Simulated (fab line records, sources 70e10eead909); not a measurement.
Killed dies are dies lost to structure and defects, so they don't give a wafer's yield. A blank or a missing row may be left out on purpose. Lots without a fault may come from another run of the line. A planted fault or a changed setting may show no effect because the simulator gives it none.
Problem report in the 8D (eight disciplines) form, filled by code | flow nand_harc | the parts of the form that need people (team, actions taken, sign-off) are left out

1. THE PROBLEM
cd_nm at NHARC_P_M1_CD_MEAS_09 reads a mean of 135.8 nm on 2 wafers of 2 lots; wafers without a fault read 130.1 nm with a standard deviation of 0.6. That is +9.5 standard deviations from the usual mean.
The step: target cd 130 nm.
First seen on wafer L716.5, day 9 20:22, on cd_sem-02. The record holds 30 wafers of 10 lots with a number at this step. Rule for "out", or "out of limits": more than 4 standard deviations from the usual mean. The other wafers with a number count as sound.

2. WHAT IT IS AND WHAT IT IS NOT
question                    | is               | is not
which readings at this step | cd_nm            | -
which lots                  | L716, L718       | L701, L702, L706, L707, L709, L717, L719, L720
which wafers of those lots  | L716.5, L718.5   | L716.1, L716.6, L718.3, L718.6
read on which gauges        | cd_sem-02        | cd_sem-01, cd_sem-03
when                        | from day 9 20:22 | up to then (17 sound wafers); but 11 sound wafers of L717, L718, L719, L720 came after

3. SUSPECTS, AND WHAT RULES EACH OUT
Counting: a tool at a process step up to the reading stays a suspect if it ran every lot that is out. Sound lots after the first of them don't rule it out here, since some wafers of a struck lot are sound.
- the gauge at NHARC_P_M1_CD_MEAS_09: kept. All the wafers that are out were read on cd_sem-02, and no step on other tools shows them out.
- arfi_scanner-03 at NHARC_P_M1_EXPOSE_06 (exposes mask P M1, target cd 130 nm): kept. It ran every lot that is out, first L716 (day 9 20:13); its last sound lot up to then is L706 (day 7 13:27).
Left after counting: arfi_scanner-03 at NHARC_P_M1_EXPOSE_06, cd_sem-02 at NHARC_P_M1_CD_MEAS_09.

4. THE CAUSE (what the simulator had put in)
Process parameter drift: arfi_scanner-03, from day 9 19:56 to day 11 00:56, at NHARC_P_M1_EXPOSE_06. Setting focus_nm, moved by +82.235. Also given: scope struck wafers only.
Counting left 2 suspects, and this tool is among them.

5. THE CHAIN OF EFFECTS, in route order
Each row: a reading whose mean over the struck wafers that have a number lies more than 3 standard deviations from the usual. Only readings for which the record gives a usual standard deviation are gone through. hours: the time from each lot's start at the first step in this table that gives one to its start at this step, as a median over the lots. sigmas: the change in usual standard deviations.
hours | step                  | reading | usual    | on struck wafers | change | sigmas
0     | NHARC_P_M1_CD_MEAS_09 | cd_nm   | 130.1 nm | 135.8            | +5.7   | +9.5
Later measuring or inspecting steps at which every struck wafer that the step has a row for has a number for every such reading, and none has moved that far: NHARC_END_SORT_01.

6. WHAT WOULD HAVE CAUGHT IT SOONER
In this record the first reading out of limits at a measuring or inspecting step was taken at day 9 20:22, 0 hours after the fault began at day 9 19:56.
Of the tool readings at NHARC_P_M1_EXPOSE_06 for which the record gives a usual standard deviation, none was out on any struck wafer, so an alarm limit of 4 standard deviations on them would not have fired.
Of the lots that are out (2), L718 began NHARC_P_M1_EXPOSE_06 on arfi_scanner-03 after day 9 20:22. A hold on the tool at that time would have spared it.
